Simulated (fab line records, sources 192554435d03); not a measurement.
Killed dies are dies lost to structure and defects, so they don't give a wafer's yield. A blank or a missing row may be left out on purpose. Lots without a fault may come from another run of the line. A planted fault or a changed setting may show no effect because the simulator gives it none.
Which tool did it? | flow n5_finfet | 11 lots, 31 wafers sampled, at 5 steps of a route of 1938

WHAT THE GAUGES READ, wafer by wafer
N5_BEOL_M5_THK_MEAS_01.
lot  | measured     | on            | M5_ILD_THK (nm)
L809 | day 8 22:40  | film_metro-01 | 120.7 122.6 123.9
L812 | day 9 15:58  | film_metro-01 | 121.5 122.4 123.7
L814 | day 9 16:39  | film_metro-01 | 118.3 120.0 121.7
L820 | day 11 13:11 | film_metro-01 | 120.4 122.2 172.6
L821 | day 11 18:44 | film_metro-02 | 120.1 120.5 169.9
L823 | day 11 20:30 | film_metro-02 | 123.2 123.1 172.8
L826 | day 12 17:52 | film_metro-02 | 119.2 123.6 121.2
L827 | day 12 21:07 | film_metro-02 | 120.7 120.6
L828 | day 13 20:04 | film_metro-02 | 119.4 119.6 121.9
L829 | day 14 03:10 | film_metro-02 | 121.1 123.2 120.5
L830 | day 14 10:23 | film_metro-02 | 122.8 123.5

WHICH TOOL RAN EACH LOT (tool, then ch and the chambers of the sampled wafers, then the start)
lot  | N5_BEOL_M4_SPUTTER_90        | N5_BEOL_M4_ANNEAL_93         | N5_BEOL_M4_PRE_CLEAN_60          | N5_BEOL_M5_ILD_DEP_00
L809 | pvd_sputter-03, day 8 19:19  | pvd_sputter-03, day 8 19:37  | cvd_co-01 ch 1,2, day 8 20:49    | pecvd-01 ch 1,2, day 8 22:02
L812 | pvd_sputter-03, day 9 12:32  | pvd_sputter-03, day 9 12:50  | cvd_co-01 ch 0,1,2, day 9 14:08  | pecvd-04 ch 0,1, day 9 15:23
L814 | pvd_sputter-01, day 9 12:59  | pvd_sputter-01, day 9 13:17  | cvd_co-01 ch 1,2, day 9 14:29    | pecvd-02 ch 0,2, day 9 16:05
L820 | pvd_sputter-01, day 11 09:20 | pvd_sputter-01, day 11 09:38 | cvd_co-01 ch 0,2, day 11 11:07   | pecvd-04 ch 1,2, day 11 12:37
L821 | pvd_sputter-02, day 11 15:05 | pvd_sputter-02, day 11 15:23 | cvd_co-02 ch 0,1,2, day 11 16:34 | pecvd-04 ch 0,1,2, day 11 17:50
L823 | pvd_sputter-03, day 11 17:10 | pvd_sputter-03, day 11 17:28 | cvd_co-01 ch 0,1,2, day 11 18:43 | pecvd-04 ch 0,1,2, day 11 19:57
L826 | pvd_sputter-01, day 12 14:28 | pvd_sputter-01, day 12 14:46 | cvd_co-02 ch 0,1,2, day 12 15:57 | pecvd-02 ch 1,2, day 12 17:11
L827 | pvd_sputter-03, day 12 17:48 | pvd_sputter-03, day 12 18:06 | cvd_co-01 ch 1,2, day 12 19:19   | pecvd-01 ch 0,1, day 12 20:33
L828 | pvd_sputter-01, day 13 16:47 | pvd_sputter-01, day 13 17:05 | cvd_co-02 ch 0,1, day 13 18:16   | pecvd-02 ch 1,2, day 13 19:30
L829 | pvd_sputter-01, day 13 23:48 | pvd_sputter-01, day 14 00:06 | cvd_co-02 ch 0,1,2, day 14 01:21 | pecvd-04 ch 1,2, day 14 02:35
L830 | pvd_sputter-03, day 14 06:49 | pvd_sputter-03, day 14 07:07 | cvd_co-02 ch 1,2, day 14 08:34   | pecvd-04 ch 0,1, day 14 09:50
- N5_BEOL_M4_SPUTTER_90: material Cu, target thk 4.5 nm, time 8.29 s.
- N5_BEOL_M4_ANNEAL_93: time 240 s.
- N5_BEOL_M4_PRE_CLEAN_60: time 15 s.
- N5_BEOL_M5_ILD_DEP_00: deposits SiCOH lowk from DEMS/porogen, target thk 140.64 nm, time 25.9 s.

THE ANSWER, worked out from the rows above alone
Rule: what is usual is taken from the lots themselves. Put in order of their means at a reading, lots are off if they are a third of the lots or fewer, leave a main group of 4 or more, and stand apart from it by a gap of 3 or more times the standard deviation of the main group's means; of several such gaps the widest counts. A main group whose means are all the same, to the digits that the tables above print for the reading, isn't used. A lot without any number at a reading at which 4 lots or more have one is off too. The other lots that the step has rows for count as sound.
Off: L820, L821, L823, at N5_BEOL_M5_THK_MEAS_01 (M5_ILD_THK). The main group: mean 121.5 nm, standard deviation 1.1.
A tool fits if, at a process step before that reading, it ran every lot that is off, and no sound lot after the first of them. The gauges at N5_BEOL_M5_THK_MEAS_01 are tried like those tools. None of those tried fits.

WHAT THE SIMULATOR HAD PUT IN
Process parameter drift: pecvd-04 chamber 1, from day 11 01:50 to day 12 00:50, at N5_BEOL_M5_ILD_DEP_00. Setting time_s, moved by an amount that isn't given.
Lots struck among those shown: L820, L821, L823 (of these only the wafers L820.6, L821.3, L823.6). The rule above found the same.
